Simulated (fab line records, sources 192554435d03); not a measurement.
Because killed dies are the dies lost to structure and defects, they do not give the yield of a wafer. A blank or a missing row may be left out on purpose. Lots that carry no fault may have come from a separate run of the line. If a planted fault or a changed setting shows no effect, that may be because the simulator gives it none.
fab line records + flow n5-finfet + part 2 of 2: steps 16 to 26 of 26
[record]
- lots = 5
- wafers = 15
- last-day = 17
route steps=1938 shown BEOL_M10@1501
lots with no fault: from the same line, run without faults
start-h: the number of hours between the record's first day and the start of the first shown wafer of the lot + wait-h: how many hours have passed since the lot's step before this one + " as in the row above + L1.1+2: a single row standing in for several wafers + - no value, or no start was given + * or withheld: withheld + < > ~ a bound
route shown NAME@n: NAME is a module with steps in the file, n the number in the route of the first one + usual: mean/standard deviation of fault-free wafers + same: alike in all rows + chamber/n: place in a boat + sites: readings site by site + _std_site: standard deviation of those values + _edge_site: the outer-site mean with the inner-site mean subtracted + radius-mm: how far each site lies from the wafer's centre + mask NAME#n: copy n + behind: the tool/chamber that last shaped the wafer + hold: reason for holding the lot/hours on hold/outcome of the hold + device: transistor that didn't switch, given as n, p or np + end of line: tests of these same wafers at the route's end + step lacking rows: just its recipe + killed: dies that structure and defects cost at the first sort, which is not the same as the wafer's yield + map: shows each die of a wafer: x if killed, . if not, _ if none is there
set.NAME: setting as actually run; set.NAME@STEP: the setting as run at that earlier step + model.NAME: the simulator's own value behind a step, which no gauge read
certain route steps with their lots: each step a table, each wafer a row
services: when a tool's chamber went out of use (start-h, in hours from the record's first day, below 0 if earlier), for how many hours, and the reason
[[steps]]
[step N5_BEOL_M10_HM_STRIP_39]
[recipe]
- chemistry = peroxide-tin-strip
- material = TiN
- target-depth-a = 250
- temp-c = 50
- time-s = 158
[usual]
- bath-heat-duty-pct = 7.0/0.87
[same]
- time-s = 158
| lot.wafer | tool         | chamber | start-h | wait-h | bath-heat-duty-pct |
|-----------|--------------|---------|---------|--------|--------------------|
| L074.3    | wet-bench-04 | 1       | 211.39  | 0.0    | 8.0                |
| L074.4    | "            | 7       | "       | "      | 6.7                |
| L074.6    | "            | 2       | "       | "      | 6.3                |
| L079.1    | wet-bench-04 | 5       | 247.43  | 0.0    | 5.8                |
| L079.5    | "            | 4       | "       | "      | 7.3                |
| L079.6    | "            | 1       | "       | "      | 7.6                |
| L084.1    | wet-bench-01 | 4       | 284.29  | 0.0    | 7.0                |
| L084.2    | "            | 0       | "       | "      | 6.7                |
| L084.4    | "            | 2       | "       | "      | 6.4                |
| L091.2    | wet-bench-06 | 1       | 335.01  | 0.0    | 7.6                |
| L091.4    | "            | 7       | "       | "      | 6.9                |
| L091.5    | "            | 5       | "       | "      | 5.4                |
| L093.2    | wet-bench-06 | 7       | 349.66  | 0.0    | 7.3                |
| L093.3    | "            | 3       | "       | "      | 6.7                |
| L093.6    | "            | 4       | "       | "      | 7.9                |
[step N5_BEOL_M10_SRD_40]
[recipe]
- time-s = 30
- temp-c = 23
- rinse-liquid = diw
- dry = ipa-marangoni
[usual]
- bath-heat-duty-pct = 3.6/0.57
[same]
- time-s = 30
| lot.wafer | tool         | chamber | start-h | wait-h | bath-heat-duty-pct |
|-----------|--------------|---------|---------|--------|--------------------|
| L074.3    | wet-bench-04 | 1       | 211.44  | 0.0    | 4.6                |
| L074.4    | "            | 7       | "       | "      | 3.4                |
| L074.6    | "            | 2       | "       | "      | 3.8                |
| L079.1    | wet-bench-04 | 5       | 247.48  | 0.0    | 2.6                |
| L079.5    | "            | 4       | "       | "      | 3.1                |
| L079.6    | "            | 1       | "       | "      | 4.4                |
| L084.1    | wet-bench-01 | 4       | 284.34  | 0.0    | 3.5                |
| L084.2    | "            | 0       | "       | "      | 3.8                |
| L084.4    | "            | 2       | "       | "      | 3.4                |
| L091.2    | wet-bench-06 | 1       | 335.06  | 0.0    | 4.9                |
| L091.4    | "            | 7       | "       | "      | 3.7                |
| L091.5    | "            | 5       | "       | "      | 3.3                |
| L093.2    | wet-bench-06 | 7       | 349.71  | 0.0    | 3.7                |
| L093.3    | "            | 3       | "       | "      | 3.9                |
| L093.6    | "            | 4       | "       | "      | 3.9                |
[step N5_BEOL_M10_PRECLEAN_42]
[recipe]
- chemistry = residue-remover
- time-s = 60
- temp-c = 40
[usual]
- bath-heat-duty-pct = 4.5/0.65
[same]
- time-s = 60
| lot.wafer | tool         | chamber | start-h | wait-h | bath-heat-duty-pct |
|-----------|--------------|---------|---------|--------|--------------------|
| L074.3    | wet-bench-04 | 1       | 211.46  | 0.0    | 4.7                |
| L074.4    | "            | 7       | "       | "      | 4.1                |
| L074.6    | "            | 2       | "       | "      | 4.7                |
| L079.1    | wet-bench-04 | 5       | 247.49  | 0.0    | 4.4                |
| L079.5    | "            | 4       | "       | "      | 4.1                |
| L079.6    | "            | 1       | "       | "      | 5.9                |
| L084.1    | wet-bench-01 | 4       | 284.36  | 0.0    | 4.4                |
| L084.2    | "            | 0       | "       | "      | 4.0                |
| L084.4    | "            | 2       | "       | "      | 3.2                |
| L091.2    | wet-bench-06 | 1       | 335.07  | 0.0    | 5.4                |
| L091.4    | "            | 7       | "       | "      | 5.2                |
| L091.5    | "            | 5       | "       | "      | 3.9                |
| L093.2    | wet-bench-06 | 7       | 349.73  | 0.0    | 4.8                |
| L093.3    | "            | 3       | "       | "      | 4.8                |
| L093.6    | "            | 4       | "       | "      | 4.4                |
[step N5_BEOL_M10_SRD_43]
[recipe]
- time-s = 30
- temp-c = 23
- rinse-liquid = diw
- dry = ipa-marangoni
[usual]
- bath-heat-duty-pct = 3.6/0.57
[same]
- time-s = 30
| lot.wafer | tool         | chamber | start-h | wait-h | bath-heat-duty-pct |
|-----------|--------------|---------|---------|--------|--------------------|
| L074.3    | wet-bench-04 | 1       | 211.47  | 0.0    | 5.0                |
| L074.4    | "            | 7       | "       | "      | 3.4                |
| L074.6    | "            | 2       | "       | "      | 3.6                |
| L079.1    | wet-bench-04 | 5       | 247.51  | 0.0    | 4.0                |
| L079.5    | "            | 4       | "       | "      | 3.8                |
| L079.6    | "            | 1       | "       | "      | 4.2                |
| L084.1    | wet-bench-01 | 4       | 284.37  | 0.0    | 3.1                |
| L084.2    | "            | 0       | "       | "      | 3.5                |
| L084.4    | "            | 2       | "       | "      | 2.9                |
| L091.2    | wet-bench-06 | 1       | 335.09  | 0.0    | 4.2                |
| L091.4    | "            | 7       | "       | "      | 3.6                |
| L091.5    | "            | 5       | "       | "      | 2.7                |
| L093.2    | wet-bench-06 | 7       | 349.75  | 0.0    | 3.2                |
| L093.3    | "            | 3       | "       | "      | 3.8                |
| L093.6    | "            | 4       | "       | "      | 4.9                |
[step N5_BEOL_M10_CD_MEAS_35]
[recipe]
- target-cd-nm = 70
- polarity = opening
[usual]
- cd-nm = 70.0/0.9
| lot.wafer | tool      | chamber | start-h | wait-h | cd-nm |
|-----------|-----------|---------|---------|--------|-------|
| L074.3    | cd-sem-02 | -       | 211.52  | 0.0    | 70.1  |
| L074.4    | "         | -       | "       | "      | 69.6  |
| L074.6    | "         | -       | "       | "      | 70.1  |
| L079.1    | cd-sem-02 | -       | 247.55  | 0.0    | 70.7  |
| L079.5    | "         | -       | "       | "      | 71.3  |
| L079.6    | "         | -       | "       | "      | 71.0  |
| L084.1    | cd-sem-03 | -       | 284.41  | 0.0    | 70.1  |
| L084.2    | "         | -       | "       | "      | 69.9  |
| L084.4    | "         | -       | "       | "      | 68.5  |
| L091.2    | cd-sem-01 | -       | 335.13  | 0.0    | 69.5  |
| L091.4    | "         | -       | "       | "      | 69.8  |
| L091.5    | "         | -       | "       | "      | 70.6  |
| L093.2    | cd-sem-02 | -       | 349.79  | 0.0    | 69.8  |
| L093.3    | "         | -       | "       | "      | 69.5  |
| L093.6    | "         | -       | "       | "      | 70.8  |
[step N5_BEOL_M10_CURE_72]
[recipe]
- temp-c = 370
- time-s = 120
- ambient = DMADMS/He
- material = SiCOH_lowk
[usual]
- lamp-power-pct = 52.31/0.056
- wafer_temp_C_max = 371.7/0.54
[same]
- time-s = 120
| lot.wafer | tool       | chamber | start-h | wait-h | lamp-power-pct | wafer_temp_C_max |
|-----------|------------|---------|---------|--------|----------------|------------------|
| L074.3    | uv-cure-02 | 0       | 211.66  | 0.1    | 52.32          | 372.4            |
| L074.4    | "          | 0       | "       | "      | 52.24          | 372.2            |
| L074.6    | "          | 0       | "       | "      | 52.26          | 371.5            |
| L079.1    | uv-cure-03 | 2       | 247.59  | 0.0    | 52.41          | 371.7            |
| L079.5    | "          | 2       | "       | "      | 52.31          | 371.6            |
| L079.6    | "          | 2       | "       | "      | 52.27          | 371.9            |
| L084.1    | uv-cure-02 | 1       | 284.45  | 0.0    | 52.39          | 370.9            |
| L084.2    | "          | 1       | "       | "      | 52.25          | 370.9            |
| L084.4    | "          | 1       | "       | "      | 52.24          | 370.9            |
| L091.2    | uv-cure-02 | 0       | 335.27  | 0.1    | 52.36          | 371.5            |
| L091.4    | "          | 0       | "       | "      | 52.32          | 371.8            |
| L091.5    | "          | 0       | "       | "      | 52.37          | 371.3            |
| L093.2    | uv-cure-03 | 0       | 349.88  | 0.1    | 52.34          | 371.6            |
| L093.3    | "          | 0       | "       | "      | 52.26          | 372.3            |
| L093.6    | "          | 0       | "       | "      | 52.29          | 372.9            |
[step N5_BEOL_M10_DEGAS_44]
[recipe]
- ambient = vacuum
- temp-c = 250
- time-s = 60
[usual]
- heater-power-w = 333/34
[same]
- time-s = 60
| lot.wafer | tool           | chamber | start-h | wait-h | heater-power-w |
|-----------|----------------|---------|---------|--------|----------------|
| L074.3    | pvd-sputter-02 | -       | 211.96  | 0.3    | 329            |
| L074.4    | "              | -       | "       | "      | 338            |
| L074.6    | "              | -       | "       | "      | 341            |
| L079.1    | pvd-sputter-03 | -       | 247.93  | 0.3    | 412            |
| L079.5    | "              | -       | "       | "      | 325            |
| L079.6    | "              | -       | "       | "      | 241            |
| L084.1    | pvd-sputter-03 | -       | 284.94  | 0.4    | 250            |
| L084.2    | "              | -       | "       | "      | 322            |
| L084.4    | "              | -       | "       | "      | 330            |
| L091.2    | pvd-sputter-02 | -       | 335.81  | 0.4    | 322            |
| L091.4    | "              | -       | "       | "      | 318            |
| L091.5    | "              | -       | "       | "      | 323            |
| L093.2    | pvd-sputter-01 | -       | 350.50  | 0.6    | 319            |
| L093.3    | "              | -       | "       | "      | 315            |
| L093.6    | "              | -       | "       | "      | 327            |
[step N5_BEOL_M10_PRE_CLEAN_45]
[recipe]
- gas = H2/He
- time-s = 30
- temp-c = 250
[usual]
- heater-power-w = 333/34
[same]
- time-s = 30
| lot.wafer | tool           | chamber | start-h | wait-h | heater-power-w |
|-----------|----------------|---------|---------|--------|----------------|
| L074.3    | pvd-sputter-02 | -       | 212.00  | 0.0    | 327            |
| L074.4    | "              | -       | "       | "      | 358            |
| L074.6    | "              | -       | "       | "      | 347            |
| L079.1    | pvd-sputter-03 | -       | 247.97  | 0.0    | 414            |
| L079.5    | "              | -       | "       | "      | 334            |
| L079.6    | "              | -       | "       | "      | 248            |
| L084.1    | pvd-sputter-03 | -       | 284.98  | 0.0    | 249            |
| L084.2    | "              | -       | "       | "      | 333            |
| L084.4    | "              | -       | "       | "      | 334            |
| L091.2    | pvd-sputter-02 | -       | 335.85  | 0.0    | 320            |
| L091.4    | "              | -       | "       | "      | 320            |
| L091.5    | "              | -       | "       | "      | 329            |
| L093.2    | pvd-sputter-01 | -       | 350.54  | 0.0    | 315            |
| L093.3    | "              | -       | "       | "      | 321            |
| L093.6    | "              | -       | "       | "      | 324            |
[step N5_BEOL_M10_ALD_74]
[recipe]
- material = TaN
- target-thk-a = 20
- temp-c = 275
- ald-precursor-family = PDMAT
- ald-co-reactant = NH3
- pressure-torr = 3
- carrier-flow-sccm = 1500
- pulse-time-s = 2
- purge-time-s = 3
- co-reactant-purge-time-s = 2
- co-reactant-pulse-time-s = 3
- ald-cycles = 40
- precursor-vessel-temp-c = 75
- precursor-vessel-pressure-torr = 26.25
- precursor-vessel-carrier-sccm = 1000
[usual]
- heater-power-w = 432/30
| lot.wafer | tool         | chamber | start-h | wait-h | heater-power-w | since-wet-clean-h |
|-----------|--------------|---------|---------|--------|----------------|-------------------|
| L074.3    | ald-metal-02 | 1       | 212.06  | 0.0    | 444            | 2952              |
| L074.4    | "            | 2       | "       | "      | 465            | 2952              |
| L074.6    | "            | 1       | "       | "      | 444            | -                 |
| L079.1    | ald-metal-03 | 0       | 248.26  | 0.3    | 458            | 4527              |
| L079.5    | "            | 3       | "       | "      | 440            | -                 |
| L079.6    | "            | 0       | "       | "      | 469            | -                 |
| L084.1    | ald-metal-01 | 2       | 285.04  | 0.0    | 424            | 1486              |
| L084.2    | "            | 3       | "       | "      | 408            | 1486              |
| L084.4    | "            | 1       | "       | "      | 457            | 1486              |
| L091.2    | ald-metal-02 | 0       | 335.95  | 0.1    | 350            | 3076              |
| L091.4    | "            | 1       | "       | "      | 438            | 3076              |
| L091.5    | "            | 2       | "       | "      | 458            | -                 |
| L093.2    | ald-metal-03 | 1       | 350.61  | 0.0    | 455            | 4629              |
| L093.3    | "            | 2       | "       | "      | 430            | 4629              |
| L093.6    | "            | 1       | "       | "      | 444            | -                 |
[step N5_BEOL_M10_SURFACE_TREAT_76]
[recipe]
- gas = Ar
- time-s = *
- ion-energy-ev = *
- ion-current-ma-cm2 = 0.5
- pressure-mtorr = *
- ar-flow-sccm = 30
[usual]
- throttle-valve-pct = *
[same]
- time-s = *
| lot.wafer | tool           | chamber | start-h | wait-h | throttle-valve-pct |
|-----------|----------------|---------|---------|--------|--------------------|
| L074.3    | pvd-sputter-02 | -       | 212.44  | 0.2    | *                  |
| L074.4    | "              | -       | "       | "      | *                  |
| L074.6    | "              | -       | "       | "      | *                  |
| L079.1    | pvd-sputter-02 | -       | 249.81  | 1.4    | *                  |
| L079.5    | "              | -       | "       | "      | *                  |
| L079.6    | "              | -       | "       | "      | *                  |
| L084.1    | pvd-sputter-02 | -       | 285.34  | 0.2    | *                  |
| L084.2    | "              | -       | "       | "      | *                  |
| L084.4    | "              | -       | "       | "      | *                  |
| L091.2    | pvd-sputter-01 | -       | 337.56  | 1.5    | *                  |
| L091.4    | "              | -       | "       | "      | *                  |
| L091.5    | "              | -       | "       | "      | *                  |
| L093.2    | pvd-sputter-03 | -       | 350.91  | 0.2    | *                  |
| L093.3    | "              | -       | "       | "      | *                  |
| L093.6    | "              | -       | "       | "      | *                  |
[step N5_BEOL_M10_CVD_75]
[recipe]
- material = Co
- target-thk-a = 20
- temp-c = withheld
- precursor = CCTBA/H2
- pressure-torr = 30
- time-s = 138.9
[same]
- time-s = 138.9
| lot.wafer | tool      | chamber | start-h | wait-h | since-wet-clean-h |
|-----------|-----------|---------|---------|--------|-------------------|
| L074.3    | cvd-co-02 | 2       | 212.74  | 0.3    | 295               |
| L074.4    | "         | 1       | "       | "      | -                 |
| L074.6    | "         | 2       | "       | "      | -                 |
| L079.1    | cvd-co-01 | 2       | 249.93  | 0.1    | 551               |
| L079.5    | "         | 2       | "       | "      | -                 |
| L079.6    | "         | 0       | "       | "      | -                 |
| L084.1    | cvd-co-02 | 1       | 285.40  | 0.0    | 1264              |
| L084.2    | "         | 0       | "       | "      | 827               |
| L084.4    | "         | 1       | "       | "      | -                 |
| L091.2    | cvd-co-02 | 0       | 337.85  | 0.3    | 879               |
| L091.4    | "         | 2       | "       | "      | -                 |
| L091.5    | "         | 0       | "       | "      | -                 |
| L093.2    | cvd-co-01 | 0       | 350.97  | 0.0    | 1111              |
| L093.3    | "         | 2       | "       | "      | 652               |
| L093.6    | "         | 1       | "       | "      | -                 |
[[services]]
| tool         | chamber | start-h | hours | kind           |
|--------------|---------|---------|-------|----------------|
| ald-metal-01 | -       | 188.19  | 2.3   | repair         |
| cvd-co-01    | 1       | 194.93  | 65.5  | repair         |
| cvd-co-01    | -       | 211.02  | 2.8   | pm             |
| ald-metal-02 | 2       | 227.19  | 6.8   | repair         |
| uv-cure-02   | -       | 241.48  | 7.5   | pm             |
| uv-cure-02   | -       | 249.03  | 6.0   | pm             |
| uv-cure-02   | -       | 259.06  | 7.5   | pm             |
| rie-diel-04  | -       | 260.98  | 14.6  | pm             |
| rie-diel-04  | 3       | 277.80  | 22.7  | repair         |
| rie-diel-04  | -       | 278.13  | 2.0   | repair         |
| uv-cure-02   | -       | 302.98  | 2.1   | pm             |
| rie-diel-04  | 3       | 321.91  | 5.7   | repair         |
| rie-diel-01  | 1       | 325.21  | 10.6  | repair         |
| cvd-co-02    | 1       | 333.33  | -     | clean          |
| cvd-co-02    | 1       | 333.33  | 22.0  | scheduled-down |
| cvd-co-02    | 1       | 333.33  | 22.0  | vent-cycle     |
| rie-diel-04  | 1       | 338.19  | 8.8   | repair         |
| uv-cure-02   | -       | 339.66  | 1.2   | repair         |
